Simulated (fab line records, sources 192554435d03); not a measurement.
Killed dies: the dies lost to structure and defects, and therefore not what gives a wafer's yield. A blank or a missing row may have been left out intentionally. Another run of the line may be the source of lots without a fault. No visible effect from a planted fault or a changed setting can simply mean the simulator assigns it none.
A lot that was struck, set against a sound lot    flow n5_finfet    27 steps out of a route of 1938
Sound: the wafers L345.1, L345.2, L345.3. Struck: wafer L354.3. (L354.1, L354.6 of the same lot were not struck and are left out.) The cause comes at the end.
Order at every step that has rows: each side's tool, ch and its chambers, its first start. Under that, the readings that differ: sound wafers    struck wafers    difference of the means    sigmas: that difference in standard deviations of wafers without a fault.
alike: a reading whose means differ by less than 2 such deviations, as well as words and numbers matching on both sides. not compared: withheld readings; readings where some wafer has no value; bounds like >300 that might hide an equal value; numbers whose values overlap and for which the record gives no deviation.
The two part at a step that has a row with sigmas, a row that says differs or no value, or rows on one side only. Numbers that have no deviation but don't overlap get no sigmas and don't part them. Lack of a reading on every wafer of one side parts them only where that side has two or more wafers.

first, 2 steps without rows for these wafers: N5_PASSIVATION_DEVELOP_29 (develop time 60 s); N5_PASSIVATION_HARDBAKE_31 (time 120 s).
N5_PASSIVATION_CD_MEAS_30: the cd target is 4000 nm.
  sound on cd_sem-03 ch 0, day 15 08:40; struck on cd_sem-03 ch 0, day 18 01:10
  alike: cd_nm
N5_PASSIVATION_OVL_MEAS_63:
  sound on overlay-01 ch 0, day 15 08:42; struck on overlay-02 ch 0, day 18 01:12
  alike: PAD_OVL
N5_PASSIVATION_INSPECT_64: inspects for defects (macro).
  struck on defect_inspect-02, day 18 01:14; sound on defect_inspect-01, day 15 08:43
  alike: raw_defect_count
N5_PASSIVATION_DESCUM_32: chemistry O2, time 7.9 s.
  sound on rie_diel-05 ch 0,1,3, day 15 08:46; struck on rie_diel-05 ch 2, day 18 01:16
reading                 sound      struck  difference  sigmas
rf_hours_counter_h (h)  53 63 100  6       -66         
  alike: drypump_motor_current_A, oes_product_au, rf_vpp_V, showerhead_plenum_p_Torr, throttle_valve_pct
N5_PASSIVATION_AL_ETCH_33: etches Al in Cl2/BCl3, stops on TaN, target depth 2800 nm, time 466.7 s.
  sound on rie_metal-03 ch 0,1, day 15 08:51; struck on rie_metal-01 ch 0, day 18 01:21
reading                sound           struck  difference  sigmas
oes_product_au (a.u.)  0.87 0.74 0.87  0.66    -0.17       -3
  alike: drypump_motor_current_A, throttle_valve_pct
  not compared: rf_hours_counter_h
N5_PASSIVATION_ETCH_59: etches TaN in Cl2/BCl3, target depth 65 nm, time 34.9 s.
  sound on rie_metal-03 ch 0,1, day 15 09:15; struck on rie_metal-01 ch 0, day 18 01:45
reading                sound           struck  difference  sigmas
oes_product_au (a.u.)  0.97 0.82 0.95  0.73    -0.18       -3
  alike: drypump_motor_current_A, throttle_valve_pct
  not compared: rf_hours_counter_h
N5_PASSIVATION_STRIP_34: strips in O2.
  sound on rie_diel-05 ch 0,1,3, day 15 09:22; struck on rie_diel-03 ch 3, day 18 01:52
reading                 sound      struck  difference  sigmas
rf_hours_counter_h (h)  53 63 100  45      -27         
  alike: drypump_motor_current_A, oes_product_au, rf_vpp_V, showerhead_plenum_p_Torr, throttle_valve_pct
then, 3 steps without rows for these wafers: N5_PASSIVATION_STRIP_51 (strips in post etch residue remover, time 1200 s); N5_PASSIVATION_CLEAN_69 (cleans in IPA, time 180 s); N5_PASSIVATION_SRD_70 (time 30 s).
N5_PASSIVATION_PECVD_53: deposits SiO2 from TEOS/O2, target thk 800 nm, time 169.4 s.
  sound on pecvd-01 ch 0,1,2, day 15 09:52; struck on pecvd-01 ch 0,1,2, day 18 02:22
then, 9 steps without rows for these wafers: N5_PASSIVATION_PECVD_35 (deposits SiNx from SiH4/NH3/N2, target thk 700 nm, time 151.3 s); N5_PASSIVATION_HMDS_37 (time 60 s); N5_PASSIVATION_COAT_38; N5_PASSIVATION_EBR_40; N5_PASSIVATION_SOFTBAKE_39 (time 120 s); N5_PASSIVATION_EXPOSE_41 (exposes mask PASS OPEN, defocus 0 nm, target cd 40000 nm); N5_PASSIVATION_PEB_42; N5_PASSIVATION_DEVELOP_43 (develop time 60 s); N5_PASSIVATION_HARDBAKE_45 (time 120 s).
N5_PASSIVATION_CD_MEAS_44: the cd target is 40000 nm.
  sound on cd_sem-02 ch 0, day 15 10:25; struck on cd_sem-02 ch 0, day 18 03:02
reading     sound              struck  difference  sigmas
cd_nm (nm)  40000 40000 40003  39989   -12         -3
N5_PASSIVATION_OVL_MEAS_66:
  sound on overlay-02 ch 0, day 15 10:26; struck on overlay-02 ch 0, day 18 03:04
  alike: PASS_OPEN_OVL
N5_PASSIVATION_INSPECT_67: inspects for defects (macro).
  struck on defect_inspect-02, day 18 03:06; sound on defect_inspect-02, day 15 10:28
reading           sound  struck  difference  sigmas
raw_defect_count  3 3 6  223     +219        +99 or more
N5_PASSIVATION_DESCUM_46: chemistry O2, time 7.9 s.
  sound on rie_diel-05 ch 0,1,2, day 15 10:37; struck on rie_diel-01 ch 3, day 18 03:11
reading                          sound              struck  difference  sigmas
rf_hours_counter_h (h)           63 100 241         244     +109        
rf_vpp_V (V)                     242.1 243.9 244.5  239.9   -3.6        -3
showerhead_plenum_p_Torr (Torr)  2.03 2.09 2.16     1.89    -0.20       -3
  alike: drypump_motor_current_A, oes_product_au, throttle_valve_pct
N5_PASSIVATION_PROBE_49:
  record: rows for the struck wafers here (prober-01, day 18 06:20), none for the sound ones

WHERE THEY PART
At N5_PASSIVATION_AL_ETCH_33 first; at N5_PASSIVATION_PROBE_49 last (within this record only).

WHY: the cause the simulator had injected
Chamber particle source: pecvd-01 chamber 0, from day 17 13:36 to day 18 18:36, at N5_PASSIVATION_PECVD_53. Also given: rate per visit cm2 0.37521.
